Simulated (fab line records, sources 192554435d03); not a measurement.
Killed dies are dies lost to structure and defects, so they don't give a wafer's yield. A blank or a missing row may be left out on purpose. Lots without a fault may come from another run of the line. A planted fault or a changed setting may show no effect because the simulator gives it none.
fab line records | flow n5_finfet
record lots=12 wafers=34 last_day=17
route steps=1938 shown BEOL_M15@1811 PASSIVATION@1936
lots that met no fault: from a run of the same line without faults
start_h: hours from the record's first day to the start of the lot's first wafer shown | wait_h: hours since the lot's step before | " the same as in the row above | L1.1+2: a row that stands for several wafers | - no value, or no start given | * or withheld: withheld | < > ~ a bound
route shown NAME@n: a module of which the file shows steps, and the number in the route of the first | usual: mean/standard deviation of fault-free wafers | same: alike in all rows | chamber/n: place in a boat | sites: the reading at each site | _std_site: their standard deviation | _edge_site: outer sites' mean less inner sites' | radius_mm: how far each site lies from the wafer's centre | mask NAME#n: copy n | behind: the tool/chamber that last shaped the wafer | hold: why the lot was held/for how many hours/how that ended | device: the transistor (n, p or np) that didn't switch | end of line: the same wafers' tests at the end of the route | a step without rows: its recipe alone | killed: dies lost to structure and defects at the first sort, not the wafer's yield | map: a wafer's dies, x killed, . not, _ none there
set.NAME: the setting as run; set.NAME@STEP: as run at that earlier step | model.NAME: the simulator's own value behind a step, which no gauge read
steps of the route over a sample of lots; a table a step, a row a wafer
services: from which hour (start_h, from the record's first day; less than 0 if before it) a tool's chamber was out of use, for how many hours, and why
## steps
# step N5_BEOL_M15_STRIP_36
# recipe chemistry=O2 power_w=600 temp_c=60 pressure_mtorr=30 rf_frequency_hz=6e+07 bias_power_w=0 overash_fraction=0.3 o2_flow_sccm=225
# usual drypump_motor_current_A=5.8/0.39 o2_flow_sccm=225.1/0.78 oes_product_au=0.78/0.054 rf_vpp_V=3.8/0.93 showerhead_plenum_p_Torr=2.12/0.085 throttle_valve_pct=16.70/0.26
# columns lot.wafer tool chamber start_h wait_h drypump_motor_current_A o2_flow_sccm oes_product_au rf_hours_counter_h rf_vpp_V showerhead_plenum_p_Torr throttle_valve_pct
L545.2 rie_diel-02 0 266.22 3.6 5.1 224.7 0.73 184 3.5 2.20 17.06
L545.4 " 1 " " 5.6 224.5 0.86 - 4.7 2.24 16.51
L545.5 " 0 " " 5.1 225.2 0.74 - 4.2 2.20 17.05
L548.2 rie_diel-04 3 266.71 1.5 6.0 225.5 0.85 49 4.2 2.13 16.75
L548.3 " 0 " " 5.6 226.1 0.88 39 3.1 2.06 16.43
L548.6 " 1 " " 5.5 224.3 0.69 - 5.5 2.05 16.69
L550.1 rie_diel-04 3 279.63 2.0 6.0 224.9 0.85 54 2.9 2.13 16.72
L550.4 " 0 " " 5.7 225.6 0.88 - 4.6 2.06 16.44
L550.6 " 2 " " 5.4 226.0 0.78 - 2.9 2.01 16.79
L547.1 rie_diel-06 1 281.81 0.3 6.2 225.1 0.81 83 4.0 2.03 16.37
L547.2 " 2 " " 6.0 226.0 0.79 113 2.6 2.22 16.62
L547.3 " 3 " " 5.6 223.7 0.73 195 4.5 2.17 16.68
L551.2 rie_diel-06 1 287.92 2.1 6.2 225.8 0.81 85 4.1 2.03 16.36
L551.3 " 0 " " 5.6 225.1 0.70 227 3.7 2.01 16.98
L551.6 " 1 " " 6.2 225.6 0.80 - 4.0 2.03 16.36
L552.2 rie_diel-02 2 287.96 1.8 6.5 224.6 0.76 117 4.9 2.02 17.09
L552.3 " 1 " " 5.6 224.7 0.85 81 4.4 2.24 16.54
L552.4 " 3 " " 5.8 224.0 0.81 96 4.5 2.22 16.29
L553.1 rie_diel-04 3 293.78 3.3 6.0 224.6 0.83 59 5.2 2.13 16.75
L553.2 " 0 " " 5.6 225.8 0.87 48 4.0 2.06 16.43
L558.2 rie_diel-02 2 322.29 1.5 6.5 225.8 0.75 129 4.1 2.02 17.11
L558.5 " 1 " " 5.6 224.4 0.83 - 3.3 2.23 16.57
L558.6 " 0 " " 5.1 224.6 0.72 - 2.7 2.19 17.08
L556.4 rie_diel-04 2 325.11 1.1 5.4 225.1 0.78 - 3.1 2.01 16.79
L556.5 " 3 " " 6.0 224.0 0.84 - 4.0 2.12 16.75
L556.6 " 0 " " 5.6 225.1 0.84 - 5.6 2.05 16.50
L560.1 rie_diel-06 0 339.68 0.8 5.6 224.6 0.70 242 3.1 2.00 16.98
L560.3 " 2 " " 6.0 225.8 0.77 131 5.2 2.21 16.63
L560.5 " 2 " " 6.0 224.4 0.78 - 5.4 2.21 16.69
L566.2 rie_diel-04 2 375.93 0.1 5.4 224.0 0.75 153 4.6 2.00 16.83
L566.3 " 3 " " 6.0 225.2 0.81 87 3.1 2.12 16.80
L566.5 " 0 " " 5.7 224.6 0.83 - 3.8 2.05 16.50
L567.1 rie_diel-06 1 378.30 0.4 6.2 225.8 0.78 111 5.1 2.02 16.43
L567.5 " 2 " " 6.0 225.2 0.75 - 3.5 2.21 16.68
# step N5_BEOL_M15_DEGAS_41
# recipe ambient=vacuum temp_c=300 time_s=60
# usual heater_power_w=486/42
# columns lot.wafer tool chamber start_h wait_h heater_power_w
L545.2 pvd_sputter-01 - 266.78 0.3 549
L545.4 " - " " 470
L545.5 " - " " 521
L548.2 pvd_sputter-03 - 267.29 0.3 503
L548.3 " - " " 442
L548.6 " - " " 507
L550.1 pvd_sputter-02 - 280.26 0.3 481
L550.4 " - " " 523
L550.6 " - " " 480
L547.1 pvd_sputter-01 - 282.71 0.6 394
L547.2 " - " " 473
L547.3 " - " " 469
L551.2 pvd_sputter-01 - 288.50 0.3 528
L551.3 " - " " 394
L551.6 " - " " 480
L552.2 pvd_sputter-02 - 288.55 0.3 513
L552.3 " - " " 486
L552.4 " - " " 523
L553.1 pvd_sputter-03 - 294.41 0.3 433
L553.2 " - " " 512
L558.2 pvd_sputter-03 - 322.84 0.2 428
L558.5 " - " " 536
L558.6 " - " " 517
L556.4 pvd_sputter-02 - 325.70 0.3 519
L556.5 " - " " 524
L556.6 " - " " 489
L560.1 pvd_sputter-03 - 340.38 0.4 519
L560.3 " - " " 433
L560.5 " - " " 429
L566.2 pvd_sputter-03 - 376.27 0.0 429
L566.3 " - " " 540
L566.5 " - " " 543
L567.1 pvd_sputter-01 - 379.42 0.8 480
L567.5 " - " " 523
# step N5_BEOL_M15_SPUTTER_43
# recipe material=TaN target_thk_a=150 temp_c=50 bias_v=168.6 power_w=15000 chamber_pressure_pa=0.12 time_s=24.19
# usual throttle_valve_pct=30.2/1.4
# columns lot.wafer tool chamber start_h wait_h throttle_valve_pct
L545.2 pvd_sputter-01 - 266.86 0.0 28.3
L545.4 " - " " 30.0
L545.5 " - " " 28.5
L548.2 pvd_sputter-03 - 267.37 0.0 32.0
L548.3 " - " " 28.8
L548.6 " - " " 31.9
L550.1 pvd_sputter-02 - 280.34 0.0 32.1
L550.4 " - " " 27.5
L550.6 " - " " 32.1
L547.1 pvd_sputter-01 - 282.79 0.0 28.3
L547.2 " - " " 30.9
L547.3 " - " " 30.1
L551.2 pvd_sputter-01 - 288.58 0.0 28.5
L551.3 " - " " 28.5
L551.6 " - " " 30.1
L552.2 pvd_sputter-02 - 288.63 0.0 27.6
L552.3 " - " " 32.2
L552.4 " - " " 31.6
L553.1 pvd_sputter-03 - 294.50 0.0 28.8
L553.2 " - " " 32.1
L558.2 pvd_sputter-03 - 322.92 0.0 28.8
L558.5 " - " " 29.8
L558.6 " - " " 31.8
L556.4 pvd_sputter-02 - 325.78 0.0 27.6
L556.5 " - " " 31.6
L556.6 " - " " 32.0
L560.1 pvd_sputter-03 - 340.46 0.0 32.0
L560.3 " - " " 29.1
L560.5 " - " " 29.2
L566.2 pvd_sputter-03 - 376.35 0.0 28.7
L566.3 " - " " 29.9
L566.5 " - " " 29.7
L567.1 pvd_sputter-01 - 379.50 0.0 29.9
L567.5 " - " " 28.6
# step N5_BEOL_M15_ANNEAL_48
# recipe temp_c=225 time_s=90 ambient=N2
# usual wafer_temp_C_max=225.7/0.3
# columns lot.wafer tool chamber start_h wait_h wafer_temp_C_max
L545.2 rtp_anneal-02 0 267.43 0.2 225.8
L545.4 " 0 " " 226.3
L545.5 " 0 " " 225.7
L548.2 rtp_anneal-01 0 268.37 0.7 225.2
L548.3 " 0 " " 225.5
L548.6 " 0 " " 225.5
L550.1 rtp_anneal-02 0 280.86 0.2 226.3
L550.4 " 0 " " 226.5
L550.6 " 0 " " 225.6
L547.1 rtp_anneal-02 0 283.38 0.2 225.9
L547.2 " 0 " " 226.1
L547.3 " 0 " " 225.9
L551.2 rtp_anneal-01 0 289.14 0.2 225.5
L551.3 " 0 " " 225.7
L551.6 " 0 " " 225.7
L552.2 rtp_anneal-02 0 289.19 0.2 225.8
L552.3 " 0 " " 225.8
L552.4 " 0 " " 225.9
L553.1 rtp_anneal-02 0 295.05 0.2 226.0
L553.2 " 0 " " 226.2
L558.2 rtp_anneal-02 0 323.48 0.2 226.1
L558.5 " 0 " " 225.8
L558.6 " 0 " " 226.2
L556.4 rtp_anneal-02 0 326.43 0.2 220.7
L556.5 " 0 " " 220.7
L556.6 " 0 " " 220.6
L560.1 rtp_anneal-02 0 340.98 0.2 220.4
L560.3 " 0 " " 220.3
L560.5 " 0 " " 220.0
L566.2 rtp_anneal-01 0 377.29 0.6 225.5
L566.3 " 0 " " 225.2
L566.5 " 0 " " 225.4
L567.1 rtp_anneal-01 0 380.15 0.3 225.4
L567.5 " 0 " " 225.2
# step N5_PASSIVATION_PROBE_49
# usual defect_limited_yield=91.5/1.4 killed_at_M0_to_M3=32/9.7 killed_at_M4_up=14/5.3 killed_at_contacts=11/6 killed_at_front_end=39/14 killed_at_other=3.3/2.7 killed_dies=100/17 killed_open=66/13 killed_short=32/7.4 sort_bin_5_function=4.9/0.9 sort_bin_6_memory=3.2/0.72 sort_bin_8_speed=0.00/0.0071 sort_n_pass=1080/17 sort_yield_pct=91.5/1.4
# same gross_dies=1180 killed_at_back_side=0 sort_bin_4_leakage[%]=0
# columns lot.wafer tool chamber start_h wait_h defect_limited_yield[%] killed_at_M0_to_M3 killed_at_M4_up killed_at_contacts killed_at_front_end killed_at_other killed_dies killed_open killed_short sort_bin_5_function[%] sort_bin_6_memory[%] sort_bin_8_speed[%] sort_n_pass sort_yield_pct[%]
L550.1 prober-02 - 294.63 0.0 89.0 34 12 27 52 5 130 89 41 6.6 4.3 0 1050 89.0
L550.4 prober-02 - 294.78 0.2 92.2 35 9 5 38 5 92 54 38 5.1 2.6 0 1088 92.2
L550.6 prober-02 - 294.88 0.3 90.8 39 15 9 44 2 109 69 40 5.3 3.7 0 1071 90.8
L553.1 prober-02 - 311.33 0.0 93.1 27 17 19 17 2 82 51 30 4.1 2.6 0 1098 93.1
L553.2 prober-02 - 311.38 0.1 91.5 26 14 2 55 3 100 64 29 4.2 3.8 0 1080 91.5
L558.2 prober-01 - 337.44 0.1 91.7 34 10 18 35 1 98 58 39 5.3 2.7 0 1082 91.7
L558.5 prober-01 - 337.59 0.2 93.6 32 14 5 20 4 75 54 20 3.8 2.0 0 1105 93.6
L558.6 prober-01 - 337.64 0.3 92.7 25 19 15 23 4 86 57 29 3.6 3.2 0 1094 92.7
L556.4 prober-01 - 341.66 0.2 93.0 31 8 12 30 2 83 57 24 4.0 2.7 0 1097 93.0
L556.5 prober-01 - 341.71 0.2 91.4 34 15 10 38 5 102 65 37 5.8 2.8 0 1078 91.4
L556.6 prober-01 - 341.76 0.3 91.7 36 14 14 31 3 98 60 35 4.5 3.6 0 1082 91.7
L560.1 prober-02 - 355.56 0.0 91.6 29 14 17 34 5 99 70 28 5.6 2.7 0 1081 91.6
L560.3 prober-02 - 355.66 0.1 92.5 36 13 8 27 4 88 53 35 4.2 3.1 0 1092 92.5
L560.5 prober-02 - 355.76 0.2 91.1 39 10 12 35 9 105 68 37 4.8 3.2 0 1075 91.1
# killed by level:class
L550.1 MOL_CONTACT_COAG:geometric_particle:open=25 FIN_SAQP:geometric_particle:short=15 FIN_SAQP:geometric_particle:open=15 BEOL_M2:geometric_particle:open=9 BEOL_M3:geometric_particle:open=8 BEOL_M0_SAQP:geometric_particle:open=8 BEOL_M4:geometric_particle:open=7 STI_FIN_REVEAL:geometric_particle:open=6
L550.4 STI_FIN_REVEAL:geometric_particle:open=12 BEOL_M0_SAQP:geometric_particle:open=10 FIN_SAQP:geometric_particle:short=9 BEOL_M2:geometric_particle:open=9 BEOL_M0_SAQP:geometric_particle:short=8 GATE_CUT:geometric_particle:short=7 MOL_CONTACT_COAG:geometric_particle:open=4 BEOL_M2:geometric_particle:short=4
L550.6 FIN_SAQP:geometric_particle:short=12 BEOL_M2:geometric_particle:open=12 BEOL_M0_SAQP:geometric_particle:short=10 STI_FIN_REVEAL:geometric_particle:open=9 MOL_CONTACT_COAG:geometric_particle:open=8 BEOL_M0_SAQP:geometric_particle:open=8 BEOL_M4:geometric_particle:open=7 BEOL_M1:geometric_particle:open=5
L553.1 MOL_CONTACT_COAG:geometric_particle:short=10 MOL_CONTACT_COAG:geometric_particle:open=9 BEOL_M2:geometric_particle:open=6 BEOL_M4:geometric_particle:open=6 BEOL_M1:geometric_particle:open=5 BEOL_M3:geometric_particle:open=5 BEOL_M0_SAQP:geometric_particle:open=4 BEOL_M0_SAQP:geometric_particle:short=4
L553.2 STI_FIN_REVEAL:geometric_particle:open=30 STI_FIN_REVEAL:geometric_particle:short=5 BEOL_M0_SAQP:geometric_particle:short=5 DUMMY_GATE:geometric_particle:short=4 BEOL_M4:geometric_particle:open=4 BEOL_M11:geometric_particle:open=4 HKMG_FIN:area_etch=4 FIN_SAQP:geometric_particle:short=3
L558.2 MOL_CONTACT_COAG:geometric_particle:open=14 BEOL_M0_SAQP:geometric_particle:open=13 BEOL_M0_SAQP:geometric_particle:short=11 STI_FIN_REVEAL:geometric_particle:open=8 FIN_SAQP:geometric_particle:short=7 FIN_SAQP:geometric_particle:open=6 BEOL_M4:geometric_particle:open=5 GATE_CUT:geometric_particle:short=4
L558.5 BEOL_M3:geometric_particle:open=10 BEOL_M0_SAQP:geometric_particle:open=9 STI_FIN_REVEAL:geometric_particle:open=7 BEOL_M0_SAQP:geometric_particle:short=7 MOL_CONTACT_COAG:geometric_particle:open=5 BEOL_M5:geometric_particle:open=4 FIN_SAQP:geometric_particle:open=3 FIN_SAQP:geometric_particle:short=3
L558.6 MOL_CONTACT_COAG:geometric_particle:open=14 BEOL_M4:geometric_particle:open=10 BEOL_M0_SAQP:geometric_particle:short=8 BEOL_M0_SAQP:geometric_particle:open=6 FIN_SAQP:geometric_particle:short=4 FIN_SAQP:geometric_particle:open=4 GATE_CUT:geometric_particle:short=4 BEOL_M3:geometric_particle:open=4
L556.4 MOL_CONTACT_COAG:geometric_particle:open=11 BEOL_M3:geometric_particle:open=9 STI_FIN_REVEAL:geometric_particle:open=6 FIN_SAQP:geometric_particle:short=5 BEOL_M0_SAQP:geometric_particle:short=5 BEOL_M0:geometric_particle:open=4 FIN_SAQP:geometric_particle:open=3 GATE_CUT:geometric_particle:short=3
L556.5 FIN_SAQP:geometric_particle:short=10 MOL_CONTACT_COAG:geometric_particle:open=10 BEOL_M4:geometric_particle:open=8 STI_FIN_REVEAL:geometric_particle:open=7 FIN_SAQP:geometric_particle:open=6 BEOL_M2:geometric_particle:open=6 BEOL_M3:geometric_particle:open=6 GATE_CUT:geometric_particle:short=5
L556.6 FIN_SAQP:geometric_particle:open=11 MOL_CONTACT_COAG:geometric_particle:open=11 BEOL_M0_SAQP:geometric_particle:short=9 BEOL_M2:geometric_particle:open=7 BEOL_M4:geometric_particle:open=7 FIN_SAQP:geometric_particle:short=6 BEOL_M1:geometric_particle:open=5 MOL_CONTACT_COAG:geometric_particle:short=3
L560.1 MOL_CONTACT_COAG:geometric_particle:open=14 STI_FIN_REVEAL:geometric_particle:open=11 BEOL_M4:geometric_particle:open=11 BEOL_M0:geometric_particle:open=7 BEOL_M0_SAQP:geometric_particle:short=6 FIN_SAQP:geometric_particle:short=5 DUMMY_GATE:geometric_particle:short=4 BEOL_M0_SAQP:geometric_particle:open=4
L560.3 BEOL_M0_SAQP:geometric_particle:open=16 BEOL_M0_SAQP:geometric_particle:short=11 MOL_CONTACT_COAG:geometric_particle:open=7 FIN_SAQP:geometric_particle:open=5 FIN_SAQP:geometric_particle:short=5 STI_FIN_REVEAL:geometric_particle:open=5 BEOL_M4:geometric_particle:open=5 BEOL_M2:geometric_particle:open=4
L560.5 BEOL_M0_SAQP:geometric_particle:short=20 STI_FIN_REVEAL:geometric_particle:open=14 MOL_CONTACT_COAG:geometric_particle:open=12 BEOL_M0_SAQP:geometric_particle:open=7 FIN_SAQP:geometric_particle:open=5 BEOL_M3:geometric_particle:open=5 BEOL_M4:geometric_particle:open=5 BEOL_M2:geometric_particle:open=4
## services
# columns tool chamber start_h hours kind
rie_diel-04 1 279.44 3.4 repair
rie_diel-04 2 293.66 8.2 repair
rie_diel-06 1 311.17 5.3 repair
rie_diel-04 1 317.63 - clean
rie_diel-04 1 317.63 - consumable_replace:focus_ring
rie_diel-04 1 317.63 25.8 scheduled_down
rie_diel-04 1 317.63 25.8 vent_cycle
pvd_sputter-03 - 355.18 4.5 repair
rie_diel-04 0 360.69 4.7 repair
rie_diel-04 2 360.94 2.5 repair
rie_diel-06 0 367.05 - clean
rie_diel-06 0 367.05 - consumable_replace:focus_ring
rie_diel-06 0 367.05 - consumable_replace:showerhead
rie_diel-06 0 367.05 23.0 scheduled_down
rie_diel-06 0 367.05 23.0 vent_cycle
rie_diel-04 1 371.84 5.3 repair
## key
first_sign step=N5_BEOL_M15_ANNEAL_48 reading=wafer_temp_C_max direction=down sigmas=18 usual=* struck=*
effect none on later readings
met_at N5_BEOL_M15_ANNEAL_48
struck_lots L556,L560
not_acting_at N5_BEOL_M15_STRIP_36,N5_BEOL_M15_DEGAS_41,N5_BEOL_M15_SPUTTER_43
onset_between 323.48 326.43
fault kind=process_parameter_drift tool=rtp_anneal-02 chamber=- onset_h=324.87 steps=N5_BEOL_M15_ANNEAL_48 channel=temp_c offset=* shape=step end_h=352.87 acts_in=* stated=*
